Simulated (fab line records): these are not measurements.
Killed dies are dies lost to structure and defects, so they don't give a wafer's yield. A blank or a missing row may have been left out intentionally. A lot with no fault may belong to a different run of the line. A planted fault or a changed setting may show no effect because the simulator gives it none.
Matching of chambers | flow n5-finfet | N5_HKMG_FIN_ETCH_55 on rie-diel-06 has 4 sister chambers
The step etches SOC in N2/H2, target depth 240 nm, time 300 s. 22 wafers are shown with their chamber, then 11 later ones without.

== WAFERS PAIRED WITH THEIR CHAMBERS ==
wafer  | chamber | drypump-motor-current-A (A) | throttle-valve-pct (%) | oes-product-au (a.u.)
L075.1 | 2       | 5.5                         | 18.28                  | 0.75
L075.4 | 1       | 6.2                         | 17.91                  | 1.01
L075.5 | 1       | 6.2                         | 17.91                  | 1.02
L076.4 | 3       | 5.5                         | 17.67                  | 0.92
L076.5 | 3       | 5.5                         | 17.66                  | 0.91
L076.6 | 0       | 5.7                         | 17.99                  | 0.68
L077.1 | 2       | 5.5                         | 18.29                  | 0.75
L077.2 | 1       | 6.2                         | 17.93                  | 1.00
L077.3 | 0       | 5.7                         | 17.99                  | 0.68
L077.4 | 3       | 5.5                         | 17.67                  | 0.91
L077.5 | 2       | 5.5                         | 18.28                  | 0.74
L077.6 | 3       | 5.5                         | 17.67                  | 0.91
L084.1 | 3       | 5.4                         | 17.70                  | 0.88
L084.2 | 2       | 5.5                         | 18.31                  | 0.73
L084.3 | 1       | 6.2                         | 17.94                  | 0.94
L084.4 | 0       | 5.7                         | 18.01                  | 0.66
L084.5 | 0       | 5.7                         | 18.02                  | 0.66
L084.6 | 1       | 6.2                         | 17.96                  | 0.95
L085.1 | 2       | 5.5                         | 18.30                  | 0.73
L085.2 | 1       | 6.2                         | 17.95                  | 0.94
L085.3 | 3       | 5.5                         | 17.69                  | 0.88
L085.4 | 0       | 5.7                         | 18.01                  | 0.65

SIGNATURES (averages over the wafers above)
reading                 | chamber 0 | chamber 1 | chamber 2 | chamber 3 | scatter within a chamber
drypump-motor-current-A | 5.700     | 6.200     | 5.500     | 5.483     | 0.0215
throttle-valve-pct      | 18.0040   | 17.9333   | 18.2920   | 17.6767   | 0.0161
oes-product-au          | 0.6660    | 0.9767    | 0.7400    | 0.9017    | 0.023
Rule: a wafer lies at a distance from a chamber equal to the root of the sum of squares, over the readings, of (its reading less the chamber's mean, divided by the reading's scatter). The wafer belongs to the nearest chamber; if the next one is less than 2 further off, it can't be placed. The scatter is the square root of a quotient: the sum, over the shown wafers, of each reading's squared deviation from its chamber's mean, divided by wafers minus chambers.

== WAFERS WHOSE CHAMBER IS MISSING ==
wafer  | drypump-motor-current-A (A) | throttle-valve-pct (%) | oes-product-au (a.u.)
L085.5 | 6.2                         | 17.96                  | 0.94
L085.6 | 5.5                         | 18.32                  | 0.72
L089.1 | 6.2                         | 17.96                  | 0.92
L089.3 | 5.5                         | 17.69                  | 0.86
L089.5 | 5.5                         | 17.70                  | 0.85
L096.1 | 5.5                         | 18.33                  | 0.71
L096.2 | 6.2                         | 18.00                  | 0.88
L096.3 | 5.7                         | 17.67                  | 0.95
L096.4 | 5.5                         | 17.76                  | 0.83
L096.5 | 5.7                         | 17.66                  | 0.96
L096.6 | 6.1                         | 18.01                  | 0.87

== WHICH CHAMBER EACH ONE RAN IN ==
wafer  | from the rows above | in truth
L085.5 | 1                   | 1
L085.6 | 2                   | 2
L089.1 | 1                   | 1
L089.3 | 3                   | 3
L089.5 | 3                   | 3
L096.1 | 2                   | 2
L096.2 | 1                   | 1
L096.3 | 3                   | 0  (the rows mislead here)
L096.4 | 3                   | 3
L096.5 | 3                   | 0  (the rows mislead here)
L096.6 | 1                   | 1
Correct placement for 9 of the 11. From these rows, 0 cannot be placed. 2 placed wrongly.
